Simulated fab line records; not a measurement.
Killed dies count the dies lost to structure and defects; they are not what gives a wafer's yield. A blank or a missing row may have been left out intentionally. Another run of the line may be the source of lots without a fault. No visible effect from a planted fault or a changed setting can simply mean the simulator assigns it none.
Code-filled problem report in 8D (eight disciplines) form + flow nand-harc + the parts of the form that need people (team, actions taken, sign-off) are left out

## 1. PROBLEM STATEMENT
Mean of killed-at-periphery at NHARC_END_SORT_01: 603.7 across 9 wafers in 3 lots; on wafers with no fault it is 4.2 (standard deviation 2.9). That is +99 or more standard deviations from the usual mean.
Earliest sighting: wafer L891.1 on prober-01 at day 26 01:48. The record has a number at this step for 10 wafers belonging to 4 lots. The rule behind "out" and "out of limits": a value lying over 4 standard deviations away from the usual mean. The rest of the wafers with a number are treated as sound.

## 2. WHAT IT IS, WHAT IT ISN'T
| question                    | is                                                     | is not                                                            |
|-----------------------------|--------------------------------------------------------|-------------------------------------------------------------------|
| which readings at this step | killed-at-periphery, defect-limited-yield, killed-dies | killed-at-array, killed-at-other                                  |
| which lots                  | L890, L891, L892                                       | L899                                                              |
| which wafers of those lots  | all that have a number                                 | -                                                                 |
| read on which gauges        | prober-01, prober-02                                   | -                                                                 |
| when                        | from day 26 01:48                                      | up to then (0 sound wafers); but 1 sound wafer of L899 came after |

## 3. WHAT RULES OUT EACH SUSPECT
Counting: a tool stays on the suspect list if, at a process step up to the reading, it processed all lots that are out and no sound lot following the first of them.
- the gauge at NHARC_END_SORT_01: ruled out. The wafers that are out were read on 2 gauges (prober-01, prober-02).
- rie-diel-02 at NHARC_P_M0_ETCH_15 (etches the open film in C4F8/Ar, target depth 150 nm, overetch 15 nm, time 82.5 s): ruled out as a lasting fault. Following L891 (day 6 18:18), the first lot on it that is out, the sound lots L899 were run on it.
Left after counting: nothing in the record.

## 4. THE CAUSE (what the simulator had put in)
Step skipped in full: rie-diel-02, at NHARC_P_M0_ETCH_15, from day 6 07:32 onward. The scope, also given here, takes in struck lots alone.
It was ruled out by counting, in error; the rule expects a fault to strike all lots run on its tool from its start on, and this fault did not.

## 5. THE CHAIN OF EFFECTS, in route order
Each row: a reading whose mean over the struck wafers that have a number lies more than 3 standard deviations from the usual. Only readings for which the record gives a usual standard deviation are gone through. hours: the time from each lot's start at the first step in this table that gives one to its start at this step, as a median over the lots. sigmas: the change in usual standard deviations.
| hours | step              | reading              | usual  | on struck wafers | change | sigmas      |
|-------|-------------------|----------------------|--------|------------------|--------|-------------|
| 0     | NHARC_END_SORT_01 | defect-limited-yield | 90.1 % | 0.0              | -90.1  | -36         |
| 0     | NHARC_END_SORT_01 | killed-at-periphery  | 4.2    | 603.7            | +599.5 | +99 or more |
| 0     | NHARC_END_SORT_01 | killed-dies          | 67     | 677              | +610   | +36         |
Readings that are blank on the struck wafers while sound wafers have them: bias-w at NHARC_P_M0_ETCH_15; chamber-pressure-mTorr at NHARC_P_M0_ETCH_15; oes-product-au at NHARC_P_M0_ETCH_15; rf-vpp-V at NHARC_P_M0_ETCH_15.

## 6. WHAT WOULD HAVE CAUGHT IT SOONER
Counted from the fault's start at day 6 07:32, it took 474 hours until the first out-of-limits reading at a measuring or inspecting step in this record, taken at day 26 01:48.
At NHARC_P_M0_ETCH_15 the tool's readings are blank on the struck wafers, where sound wafers have them: an empty tool record is the first sign, and it was there at once.
